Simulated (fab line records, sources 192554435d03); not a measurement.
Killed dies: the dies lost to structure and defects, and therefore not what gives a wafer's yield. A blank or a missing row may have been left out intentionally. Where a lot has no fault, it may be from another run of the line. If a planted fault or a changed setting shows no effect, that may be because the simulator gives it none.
fab line records -- flow n5-finfet -- part 1 of 2: steps 1 to 15 of 25
record lots=5, wafers=15, last-day=18
route steps=1938 shown BEOL_M9@1434
lots that met no fault: from a run of the same line without faults
start-h: hours from the record's first day to the start of the lot's first wafer shown -- wait-h: hours since the lot's step before -- " the same as in the row above -- L1.1+2: several wafers, shown together as one row -- - either no value or no given start -- * or withheld: withheld -- < > ~ a bound
route shown NAME@n: names a module that has steps shown in the file, with the first one's number in the route -- usual: mean and standard deviation over wafers with no fault -- same: alike in all rows -- chamber/n: place in a boat -- sites: readings site by site -- _std_site: standard deviation of those values -- _edge_site: the outer-site mean with the inner-site mean subtracted -- radius-mm: how far each site lies from the wafer's centre -- mask NAME#n: copy n -- behind: the tool/chamber that last shaped the wafer -- hold: why the lot went on hold/how many hours it stayed there/how the hold came to an end -- device: whichever transistor did not switch (one of n, p or np) -- end of line: tests of these same wafers at the route's end -- step lacking rows: just its recipe -- killed: the dies lost at the first sort to structure and to defects; this is not the yield of the wafer -- map: the dies of a wafer, with x for killed, . for not killed, _ for no die there
set.NAME: setting as actually run; set.NAME@STEP: the setting as run at that earlier step -- model.NAME: the simulator's own value behind a step, which no gauge read
a table for each step, a row for each wafer; lots at some steps of the route
services: a tool's chamber out of use, with start hour (start-h, from the record's first day; less than 0 if before it), hours out, and reason
## steps
# step N5_BEOL_M9_CD_MEAS_28
# recipe target-cd-nm=70, landing-energy-ev=500, detector=se-inlens, polarity=opening
# usual cd-nm=70.01/0.23
# same landing-energy-ev=500
lot.wafer,tool,chamber,start-h,wait-h,cd-nm
L077.2,cd-sem-02,0,278.49,-,70.41
L077.3,cd-sem-02,0,278.49,-,70.15
L077.6,cd-sem-02,0,278.49,-,69.89
L085.1,cd-sem-01,0,315.91,-,70.07
L085.2,cd-sem-01,0,315.91,-,70.03
L085.6,cd-sem-01,0,315.91,-,70.01
L091.1,cd-sem-01,0,343.54,-,69.95
L091.5,cd-sem-01,0,343.54,-,70.19
L091.6,cd-sem-01,0,343.54,-,69.94
L094.1,cd-sem-02,0,361.76,-,70.20
L094.3,cd-sem-02,0,361.76,-,70.11
L094.6,cd-sem-02,0,361.76,-,70.13
L096.1,cd-sem-01,0,385.41,-,70.29
L096.3,cd-sem-01,0,385.41,-,70.36
L096.5,cd-sem-01,0,385.41,-,70.26
# step N5_BEOL_M9_OVL_MEAS_29
# recipe points-per-wafer=522
# usual V8_OVL=-0.1/0.68
lot.wafer,tool,chamber,start-h,wait-h,V8_OVL[nm]
L077.2,overlay-02,0,278.53,0.0,-0.8
L077.3,overlay-02,0,278.53,0.0,-0.6
L077.6,overlay-02,0,278.53,0.0,-0.7
L085.1,overlay-01,0,315.94,0.0,0.2
L085.2,overlay-01,0,315.94,0.0,-0.5
L085.6,overlay-01,0,315.94,0.0,-1.0
L091.1,overlay-02,0,343.57,0.0,0.3
L091.5,overlay-02,0,343.57,0.0,0.5
L091.6,overlay-02,0,343.57,0.0,0.5
L094.1,overlay-01,0,361.80,0.0,-1.3
L094.3,overlay-01,0,361.80,0.0,-0.9
L094.6,overlay-01,0,361.80,0.0,0.3
L096.1,overlay-02,0,385.44,0.0,-0.3
L096.3,overlay-02,0,385.44,0.0,0.8
L096.5,overlay-02,0,385.44,0.0,0.8
# step N5_BEOL_M9_INSPECT_30
# recipe mode=adi, inspect-instrument=brightfield
# usual raw-defect-count=386/97
lot.wafer,tool,chamber,start-h,wait-h,raw-defect-count
L077.2,defect-inspect-02,-,278.58,0.0,441
L077.3,defect-inspect-02,-,278.58,0.0,377
L077.6,defect-inspect-02,-,278.58,0.0,448
L085.1,defect-inspect-01,-,316.00,0.1,389
L085.2,defect-inspect-01,-,316.00,0.1,360
L085.6,defect-inspect-01,-,316.00,0.1,334
L091.1,defect-inspect-01,-,343.63,0.1,554
L091.5,defect-inspect-01,-,343.63,0.1,480
L091.6,defect-inspect-01,-,343.63,0.1,333
L094.1,defect-inspect-02,-,361.85,0.1,239
L094.3,defect-inspect-02,-,361.85,0.1,258
L094.6,defect-inspect-02,-,361.85,0.1,230
L096.1,defect-inspect-01,-,385.50,0.1,310
L096.3,defect-inspect-01,-,385.50,0.1,354
L096.5,defect-inspect-01,-,385.50,0.1,290
# step N5_BEOL_M9_DESCUM_33
# recipe chemistry=O2, time-s=7, source-power-w=50, bias-power-w=20, pressure-mtorr=20, rf-frequency-hz=2.712e+07, temp-c=40, resist=CAR-EUV, o2-flow-sccm=225
# usual drypump-motor-current-A=5.7/0.55, oes-product-au=0.79/0.065, rf-vpp-V=243.1/1.4, showerhead-plenum-p-Torr=2.09/0.071, throttle-valve-pct=20.34/0.18
lot.wafer,tool,chamber,start-h,wait-h,drypump-motor-current-A,oes-product-au,rf-hours-counter-h,rf-vpp-V,showerhead-plenum-p-Torr,throttle-valve-pct
L077.2,rie-diel-02,3,278.65,0.1,4.7,0.81,91,241.5,2.02,20.10
L077.3,rie-diel-02,0,278.65,0.1,5.8,0.78,121,240.9,2.11,20.11
L077.6,rie-diel-02,1,278.65,0.1,6.4,0.84,-,245.3,2.23,20.43
L085.1,rie-diel-02,1,316.04,0.0,6.4,0.82,71,245.9,2.22,20.43
L085.2,rie-diel-02,0,316.04,0.0,5.7,0.77,132,243.6,2.11,20.13
L085.6,rie-diel-02,2,316.04,0.0,6.1,0.78,-,243.8,2.11,20.55
L091.1,rie-diel-05,0,343.66,0.0,5.0,0.72,203,243.1,2.16,20.29
L091.5,rie-diel-05,1,343.66,0.0,6.0,0.71,-,242.5,2.08,20.24
L091.6,rie-diel-05,2,343.66,0.0,5.3,0.84,-,242.8,2.03,20.26
L094.1,rie-diel-06,1,361.89,0.0,5.2,0.76,150,239.5,2.02,20.49
L094.3,rie-diel-06,3,361.89,0.0,5.8,0.74,163,242.0,2.01,20.71
L094.6,rie-diel-06,1,361.89,0.0,5.2,0.76,-,242.7,2.02,20.49
L096.1,rie-diel-02,0,385.53,0.0,5.8,0.76,152,242.4,2.10,20.15
L096.3,rie-diel-02,3,385.53,0.0,4.7,0.77,125,242.0,2.00,20.17
L096.5,rie-diel-02,2,385.53,0.0,6.1,0.76,-,243.3,2.11,20.59
# step N5_BEOL_M9_ETCH_76
# recipe chemistry=N2/H2, target=underlayer, target-depth-a=65, mask-material=CAR-EUV, time-s=5.2, ion-energy-ev=200, pressure-mtorr=30, source-w=840, bias-w=150, n2-flow-sccm=200, h2-flow-sccm=200, ends=cleared
# usual drypump-motor-current-A=5.7/0.56, etch-rf-on-time-s=5.21/0.082, n2-flow-sccm=200.0/0.65, oes-product-au=0.67/0.055, rf-vpp-V=523.8/2.8, showerhead-plenum-p-Torr=2.54/0.082, throttle-valve-pct=17.73/0.17
lot.wafer,tool,chamber,start-h,wait-h,drypump-motor-current-A,etch-rf-on-time-s,n2-flow-sccm,oes-product-au,rf-hours-counter-h,rf-vpp-V,showerhead-plenum-p-Torr,throttle-valve-pct
L077.2,rie-diel-02,3,278.69,0.0,4.7,5.17,200.3,0.69,91,520.4,2.46,17.61
L077.3,rie-diel-02,0,278.69,0.0,5.8,5.29,199.9,0.67,121,526.1,2.55,17.42
L077.6,rie-diel-02,1,278.69,0.0,6.4,5.18,200.1,0.72,-,527.1,2.69,17.85
L085.1,rie-diel-02,1,316.07,0.0,6.4,5.14,200.3,0.70,71,526.5,2.69,17.86
L085.2,rie-diel-02,0,316.07,0.0,5.8,5.30,200.0,0.66,132,526.5,2.55,17.44
L085.6,rie-diel-02,2,316.07,0.0,6.1,5.10,200.6,0.66,-,524.7,2.56,17.93
L091.1,rie-diel-05,0,343.70,0.0,5.0,5.26,200.1,0.62,203,524.9,2.64,17.72
L091.5,rie-diel-05,1,343.70,0.0,6.0,5.22,199.8,0.61,-,524.6,2.51,17.53
L091.6,rie-diel-05,2,343.70,0.0,5.3,5.25,200.1,0.71,-,520.7,2.47,17.77
L094.1,rie-diel-06,1,361.92,0.0,5.2,5.17,201.4,0.63,150,523.0,2.44,17.87
L094.3,rie-diel-06,3,361.92,0.0,5.8,5.23,199.6,0.64,163,520.8,2.43,18.07
L094.6,rie-diel-06,1,361.92,0.0,5.2,5.26,200.0,0.64,-,520.9,2.44,17.83
L096.1,rie-diel-02,0,385.57,0.0,5.8,5.25,199.8,0.65,152,523.5,2.54,17.47
L096.3,rie-diel-02,3,385.57,0.0,4.7,5.19,199.6,0.66,125,520.2,2.45,17.67
L096.5,rie-diel-02,2,385.57,0.0,6.1,5.06,199.7,0.65,-,522.5,2.55,17.96
# step N5_BEOL_M9_ETCH_65
# recipe chemistry=CF4, target=SiARC, target-depth-a=156, mask-material=CAR-EUV, time-s=26, ion-energy-ev=80, pressure-mtorr=40, source-w=545, bias-w=36, Ar_flow_sccm=100, cf4-flow-sccm=100, ends=cleared
# usual drypump-motor-current-A=5.7/0.55, etch-rf-on-time-s=26.1/0.4, oes-product-au=0.67/0.055, rf-vpp-V=184.1/1.2, showerhead-plenum-p-Torr=2.14/0.066, throttle-valve-pct=15.50/0.15
lot.wafer,tool,chamber,start-h,wait-h,drypump-motor-current-A,etch-rf-on-time-s,oes-product-au,rf-hours-counter-h,rf-vpp-V,showerhead-plenum-p-Torr,throttle-valve-pct
L077.2,rie-diel-02,3,278.70,0.0,4.7,25.6,0.68,91,183.9,2.07,15.37
L077.3,rie-diel-02,0,278.70,0.0,5.7,26.0,0.68,121,185.7,2.15,15.28
L077.6,rie-diel-02,1,278.70,0.0,6.4,25.9,0.71,-,185.1,2.26,15.50
L085.1,rie-diel-02,1,316.09,0.0,6.4,26.2,0.69,71,184.1,2.26,15.51
L085.2,rie-diel-02,0,316.09,0.0,5.7,26.4,0.66,132,185.0,2.15,15.32
L085.6,rie-diel-02,2,316.09,0.0,6.1,25.6,0.66,-,184.3,2.16,15.66
L091.1,rie-diel-05,0,343.72,0.0,5.0,26.5,0.62,203,187.1,2.21,15.58
L091.5,rie-diel-05,1,343.72,0.0,6.0,26.4,0.61,-,184.7,2.12,15.48
L091.6,rie-diel-05,2,343.72,0.0,5.3,26.6,0.72,-,183.7,2.08,15.46
L094.1,rie-diel-06,1,361.94,0.0,5.2,26.1,0.65,150,183.3,2.06,15.60
L094.3,rie-diel-06,3,361.94,0.0,5.8,26.5,0.63,163,184.2,2.05,15.81
L094.6,rie-diel-06,1,361.94,0.0,5.2,26.3,0.63,-,185.1,2.06,15.62
L096.1,rie-diel-02,0,385.58,0.0,5.7,26.0,0.64,152,184.0,2.14,15.36
L096.3,rie-diel-02,3,385.58,0.0,4.7,25.6,0.65,125,183.5,2.06,15.44
L096.5,rie-diel-02,2,385.58,0.0,6.1,25.4,0.65,-,184.6,2.15,15.75
# step N5_BEOL_M9_ETCH_66
# recipe chemistry=N2/H2, target=SOC, target-depth-a=800, overetch-a=160, mask-material=SiARC, temp-c=40, time-s=120, ion-energy-ev=200, pressure-mtorr=30, source-w=840, bias-w=150, n2-flow-sccm=200, h2-flow-sccm=200
# usual drypump-motor-current-A=5.8/0.55, n2-flow-sccm=200.0/0.61, oes-product-au=0.61/0.048, rf-vpp-V=523.8/2.5, showerhead-plenum-p-Torr=2.54/0.082, throttle-valve-pct=17.69/0.17
lot.wafer,tool,chamber,start-h,wait-h,drypump-motor-current-A,n2-flow-sccm,oes-product-au,rf-hours-counter-h,rf-vpp-V,showerhead-plenum-p-Torr,throttle-valve-pct
L077.2,rie-diel-02,3,278.73,0.0,4.7,199.8,0.61,91,522.6,2.46,17.55
L077.3,rie-diel-02,0,278.73,0.0,5.8,200.8,0.60,121,524.8,2.55,17.39
L077.6,rie-diel-02,1,278.73,0.0,6.4,200.4,0.64,-,528.9,2.69,17.81
L085.1,rie-diel-02,1,316.12,0.0,6.4,199.8,0.63,71,527.3,2.69,17.78
L085.2,rie-diel-02,0,316.12,0.0,5.8,199.4,0.60,132,524.9,2.55,17.42
L085.6,rie-diel-02,2,316.12,0.0,6.2,199.4,0.59,-,525.1,2.56,17.88
L091.1,rie-diel-05,0,343.74,0.0,5.0,201.0,0.56,203,526.3,2.64,17.69
L091.5,rie-diel-05,1,343.74,0.0,6.0,199.6,0.55,-,524.3,2.51,17.48
L091.6,rie-diel-05,2,343.74,0.0,5.3,200.0,0.65,-,521.6,2.47,17.71
L094.1,rie-diel-06,1,361.97,0.0,5.2,200.5,0.58,150,520.2,2.44,17.81
L094.3,rie-diel-06,3,361.97,0.0,5.8,200.5,0.58,163,523.3,2.43,18.01
L094.6,rie-diel-06,1,361.97,0.0,5.2,199.4,0.58,-,520.1,2.44,17.79
L096.1,rie-diel-02,0,385.61,0.0,5.8,199.0,0.59,152,524.6,2.54,17.45
L096.3,rie-diel-02,3,385.61,0.0,4.7,200.4,0.58,125,519.6,2.45,17.61
L096.5,rie-diel-02,2,385.61,0.0,6.1,200.9,0.57,-,522.9,2.55,17.91
# step N5_BEOL_M9_STRIP_69
# recipe chemistry=N2/H2, temp-c=40, n2-flow-sccm=200, h2-flow-sccm=200, rf-frequency-hz=6e+07
lot.wafer,tool,chamber,start-h,wait-h
L077.2+3+6,rie-diel-02,"3,0,1",278.81,0.0
L085.1+2+6,rie-diel-02,"1,0,2",316.20,0.0
L091.1+5+6,rie-diel-05,"0,1,2",343.82,0.0
L094.1+3+6,rie-diel-06,"1,3,1",362.05,0.0
L096.1+3+5,rie-diel-02,"0,3,2",385.69,0.0
# step N5_BEOL_M9_STRIP_77
# recipe chemistry=N2/H2, temp-c=40, n2-flow-sccm=200, h2-flow-sccm=200, rf-frequency-hz=6e+07
lot.wafer,tool,chamber,start-h,wait-h
L077.2+3+6,rie-diel-02,"3,0,1",278.82,0.0
L085.1+2+6,rie-diel-02,"1,0,2",316.21,0.0
L091.1+5+6,rie-diel-05,"0,1,2",343.83,0.0
L094.1+3+6,rie-diel-06,"1,3,1",362.06,0.0
L096.1+3+5,rie-diel-02,"0,3,2",385.70,0.0
# step N5_BEOL_M9_VIA_ETCH_34
# recipe chemistry=C4F6/O2, target=SiCOH_lowk, target-depth-a=1824, mask-material=SOC, taper-deg=4, time-s=68.4, ion-energy-ev=250, pressure-mtorr=30, source-w=345, bias-w=185, Ar_flow_sccm=300, C4F6_flow_sccm=10, O2_flow_sccm=10
# usual drypump-motor-current-A=5.7/0.55, oes_ar_750_au=0.79/0.061, oes_f_703_au=0.79/0.061, oes-product-au=0.79/0.064, rf-vpp-V=668/6.7, showerhead-plenum-p-Torr=2.84/0.091, throttle-valve-pct=20.79/0.18
lot.wafer,tool,chamber,start-h,wait-h,drypump-motor-current-A,oes_ar_750_au,oes_f_703_au,oes-product-au,rf-hours-counter-h,rf-vpp-V,showerhead-plenum-p-Torr,throttle-valve-pct
L077.2,rie-diel-02,3,278.83,0.0,4.8,0.80,0.79,0.80,91,669,2.75,20.55
L077.3,rie-diel-02,0,278.83,0.0,5.8,0.77,0.77,0.80,121,672,2.87,20.59
L077.6,rie-diel-02,1,278.83,0.0,6.4,0.83,0.83,0.83,-,669,3.02,20.89
L085.1,rie-diel-02,1,316.22,0.0,6.4,0.81,0.81,0.82,71,669,3.01,20.92
L085.2,rie-diel-02,0,316.22,0.0,5.8,0.78,0.76,0.78,132,670,2.87,20.62
L085.6,rie-diel-02,2,316.22,0.0,6.1,0.76,0.76,0.78,-,682,2.88,21.04
L091.1,rie-diel-05,0,343.84,0.0,5.0,0.73,0.73,0.72,203,670,2.93,20.76
L091.5,rie-diel-05,1,343.84,0.0,6.0,0.72,0.73,0.72,-,656,2.82,20.67
L091.6,rie-diel-05,2,343.84,0.0,5.3,0.84,0.82,0.84,-,666,2.77,20.80
L094.1,rie-diel-06,1,362.07,0.0,5.2,0.75,0.75,0.74,150,670,2.73,20.88
L094.3,rie-diel-06,3,362.07,0.0,5.8,0.75,0.75,0.74,163,664,2.73,21.12
L094.6,rie-diel-06,1,362.07,0.0,5.2,0.75,0.74,0.75,-,670,2.73,20.89
L096.1,rie-diel-02,0,385.71,0.0,5.8,0.76,0.75,0.75,152,669,2.86,20.63
L096.3,rie-diel-02,3,385.71,0.0,4.7,0.76,0.75,0.76,125,668,2.73,20.62
L096.5,rie-diel-02,2,385.71,0.0,6.1,0.74,0.74,0.76,-,681,2.86,21.08
# step N5_BEOL_M9_STRIP_73
# recipe chemistry=C4F6/O2, resist=SiARC, rf-frequency-hz=6e+07
lot.wafer,tool,chamber,start-h,wait-h
L077.2+3+6,rie-diel-02,"3,0,1",278.89,0.0
L085.1+2+6,rie-diel-02,"1,0,2",316.27,0.0
L091.1+5+6,rie-diel-05,"0,1,2",343.90,0.0
L094.1+3+6,rie-diel-06,"1,3,1",362.12,0.0
L096.1+3+5,rie-diel-02,"0,3,2",385.76,0.0
# step N5_BEOL_M9_STRIP_36
# recipe chemistry=N2/H2, power-w=450, temp-c=40, pressure-mtorr=20, rf-frequency-hz=6e+07, overash-fraction=0.3, bias-power-w=7, h2-frac=0.5, n2-flow-sccm=200, h2-flow-sccm=200
# usual drypump-motor-current-A=5.7/0.56, n2-flow-sccm=200.0/0.61, oes-product-au=0.79/0.065, rf-vpp-V=59.1/1.4, showerhead-plenum-p-Torr=2.53/0.082, throttle-valve-pct=23.49/0.24
lot.wafer,tool,chamber,start-h,wait-h,drypump-motor-current-A,n2-flow-sccm,oes-product-au,rf-hours-counter-h,rf-vpp-V,showerhead-plenum-p-Torr,throttle-valve-pct
L077.2,rie-diel-02,3,278.90,0.0,4.7,199.3,0.81,91,58.5,2.46,23.35
L077.3,rie-diel-02,0,278.90,0.0,5.8,199.6,0.79,121,59.7,2.55,23.07
L077.6,rie-diel-02,1,278.90,0.0,6.4,200.8,0.84,-,60.5,2.69,23.77
L085.1,rie-diel-02,1,316.28,0.0,6.4,199.5,0.84,71,62.2,2.68,23.78
L085.2,rie-diel-02,0,316.28,0.0,5.8,199.8,0.78,132,58.9,2.54,23.10
L085.6,rie-diel-02,2,316.28,0.0,6.1,200.4,0.78,-,59.0,2.56,23.65
L091.1,rie-diel-05,0,343.91,0.0,5.0,200.1,0.72,203,60.1,2.63,23.35
L091.5,rie-diel-05,1,343.91,0.0,6.0,200.0,0.72,-,58.2,2.51,23.09
L091.6,rie-diel-05,2,343.91,0.0,5.3,198.7,0.84,-,59.9,2.47,23.63
L094.1,rie-diel-06,1,362.13,0.0,5.2,199.6,0.76,150,57.2,2.43,23.57
L094.3,rie-diel-06,3,362.13,0.0,5.8,200.1,0.75,163,58.9,2.43,23.83
L094.6,rie-diel-06,1,362.13,0.0,5.2,199.8,0.76,-,58.7,2.44,23.58
L096.1,rie-diel-02,0,385.77,0.0,5.8,199.8,0.76,152,58.0,2.53,23.14
L096.3,rie-diel-02,3,385.77,0.0,4.7,199.5,0.77,125,55.6,2.44,23.37
L096.5,rie-diel-02,2,385.77,0.0,6.1,201.4,0.76,-,57.6,2.55,23.73
# step N5_BEOL_M9_TRENCH_ETCH_37
# recipe chemistry=C4F6/O2, target-depth-a=1514.3, target=SiCOH_lowk, time-s=49, ion-energy-ev=250, pressure-mtorr=30, source-w=345, bias-w=185, Ar_flow_sccm=300, C4F6_flow_sccm=10, O2_flow_sccm=10
# usual drypump-motor-current-A=5.7/0.55, oes_ar_750_au=0.79/0.062, oes_f_703_au=0.79/0.062, oes-product-au=0.79/0.064, rf-vpp-V=669/6.8, showerhead-plenum-p-Torr=2.84/0.091, throttle-valve-pct=20.82/0.18
lot.wafer,tool,chamber,start-h,wait-h,drypump-motor-current-A,oes_ar_750_au,oes_f_703_au,oes-product-au,rf-hours-counter-h,rf-vpp-V,showerhead-plenum-p-Torr,throttle-valve-pct
L077.2,rie-diel-02,3,-,-,4.7,0.79,0.79,0.80,91,670,2.75,20.60
L077.3,rie-diel-02,0,-,-,5.8,0.78,0.78,0.78,121,671,2.87,20.61
L077.6,rie-diel-02,1,-,-,6.4,0.83,0.83,0.82,-,667,3.02,20.93
L085.1,rie-diel-02,1,-,-,6.4,0.81,0.81,0.82,71,667,3.01,20.94
L085.2,rie-diel-02,0,-,-,5.7,0.77,0.77,0.77,132,671,2.87,20.63
L085.6,rie-diel-02,2,-,-,6.1,0.77,0.76,0.78,-,682,2.87,21.06
L091.1,rie-diel-05,0,-,-,5.0,0.73,0.73,0.71,203,669,2.94,20.79
L091.5,rie-diel-05,1,-,-,6.0,0.72,0.73,0.71,-,656,2.82,20.66
L091.6,rie-diel-05,2,-,-,5.3,0.84,0.82,0.84,-,667,2.77,20.81
L094.1,rie-diel-06,1,-,-,5.2,0.75,0.74,0.74,150,672,2.73,20.91
L094.3,rie-diel-06,3,-,-,5.8,0.75,0.75,0.74,163,662,2.73,21.15
L094.6,rie-diel-06,1,-,-,5.2,0.75,0.75,0.75,-,672,2.73,20.92
L096.1,rie-diel-02,0,-,-,5.8,0.75,0.74,0.75,152,670,2.86,20.67
L096.3,rie-diel-02,3,-,-,4.7,0.77,0.75,0.76,125,668,2.73,20.64
L096.5,rie-diel-02,2,-,-,6.1,0.75,0.74,0.76,-,681,2.86,21.10
# step N5_BEOL_M9_ETCH_41
# recipe chemistry=CH3F/O2, target=SiCN, target-depth-a=366, taper-deg=2, time-s=70.1, ion-energy-ev=120, mask-material=TiN, pressure-mtorr=30, source-w=395, bias-w=75, Ar_flow_sccm=150, CH3F_flow_sccm=30, O2_flow_sccm=20
# usual drypump-motor-current-A=5.7/0.55, oes-product-au=0.79/0.064, rf-vpp-V=297.3/1.5, showerhead-plenum-p-Torr=2.00/0.066, throttle-valve-pct=16.21/0.16
lot.wafer,tool,chamber,start-h,wait-h,drypump-motor-current-A,oes-product-au,rf-hours-counter-h,rf-vpp-V,showerhead-plenum-p-Torr,throttle-valve-pct
L077.2,rie-diel-02,3,-,-,4.7,0.81,91,296.6,1.93,16.02
L077.3,rie-diel-02,0,-,-,5.8,0.78,121,297.3,2.02,16.03
L077.6,rie-diel-02,1,-,-,6.4,0.83,-,299.8,2.12,16.25
L085.1,rie-diel-02,1,-,-,6.4,0.82,71,300.7,2.12,16.25
L085.2,rie-diel-02,0,-,-,5.8,0.78,132,298.0,2.02,16.05
L085.6,rie-diel-02,2,-,-,6.1,0.79,-,296.5,2.02,16.42
L091.1,rie-diel-05,0,-,-,5.0,0.72,203,298.4,2.07,16.24
L091.5,rie-diel-05,1,-,-,6.0,0.71,-,298.5,1.98,16.15
L091.6,rie-diel-05,2,-,-,5.3,0.84,-,296.9,1.94,16.18
L094.1,rie-diel-06,1,-,-,5.2,0.76,150,296.2,1.92,16.32
L094.3,rie-diel-06,3,-,-,5.8,0.75,163,297.3,1.92,16.53
L094.6,rie-diel-06,1,-,-,5.2,0.76,-,296.4,1.92,16.33
L096.1,rie-diel-02,0,-,-,5.7,0.76,152,297.9,2.01,16.08
L096.3,rie-diel-02,3,-,-,4.7,0.77,125,295.8,1.92,16.09
L096.5,rie-diel-02,2,-,-,6.1,0.76,-,298.7,2.01,16.44
# step N5_BEOL_M9_STRIP_80
# recipe chemistry=N2/H2, time-s=10, power-w=450, temp-c=40, pressure-mtorr=20, rf-frequency-hz=6e+07, bias-power-w=7, n2-flow-sccm=200, h2-flow-sccm=200
# usual drypump-motor-current-A=5.7/0.56, n2-flow-sccm=200.0/0.63, oes-product-au=0.79/0.064, rf-vpp-V=59.1/0.81, showerhead-plenum-p-Torr=2.53/0.082, throttle-valve-pct=23.49/0.24
lot.wafer,tool,chamber,start-h,wait-h,drypump-motor-current-A,n2-flow-sccm,oes-product-au,rf-hours-counter-h,rf-vpp-V,showerhead-plenum-p-Torr,throttle-valve-pct
L077.2,rie-diel-02,3,-,-,4.7,199.0,0.81,91,58.7,2.46,23.32
L077.3,rie-diel-02,0,-,-,5.8,200.1,0.78,121,59.1,2.55,23.09
L077.6,rie-diel-02,1,-,-,6.4,200.4,0.84,-,59.5,2.69,23.76
L085.1,rie-diel-02,1,-,-,6.4,200.2,0.83,72,60.0,2.68,23.79
L085.2,rie-diel-02,0,-,-,5.8,199.3,0.76,132,59.2,2.54,23.10
L085.6,rie-diel-02,2,-,-,6.1,199.4,0.78,-,59.1,2.56,23.66
L091.1,rie-diel-05,0,-,-,5.0,199.7,0.72,203,59.7,2.63,23.34
L091.5,rie-diel-05,1,-,-,6.0,200.6,0.72,-,59.4,2.51,23.11
L091.6,rie-diel-05,2,-,-,5.3,200.1,0.83,-,58.4,2.47,23.61
L094.1,rie-diel-06,1,-,-,5.3,200.5,0.76,150,58.5,2.43,23.59
L094.3,rie-diel-06,3,-,-,5.8,200.1,0.74,163,58.6,2.43,23.82
L094.6,rie-diel-06,1,-,-,5.2,199.3,0.75,-,59.6,2.43,23.59
L096.1,rie-diel-02,0,-,-,5.8,199.8,0.76,152,59.9,2.53,23.13
L096.3,rie-diel-02,3,-,-,4.7,200.8,0.77,125,58.7,2.44,23.38
L096.5,rie-diel-02,2,-,-,6.1,199.7,0.76,-,59.0,2.55,23.69
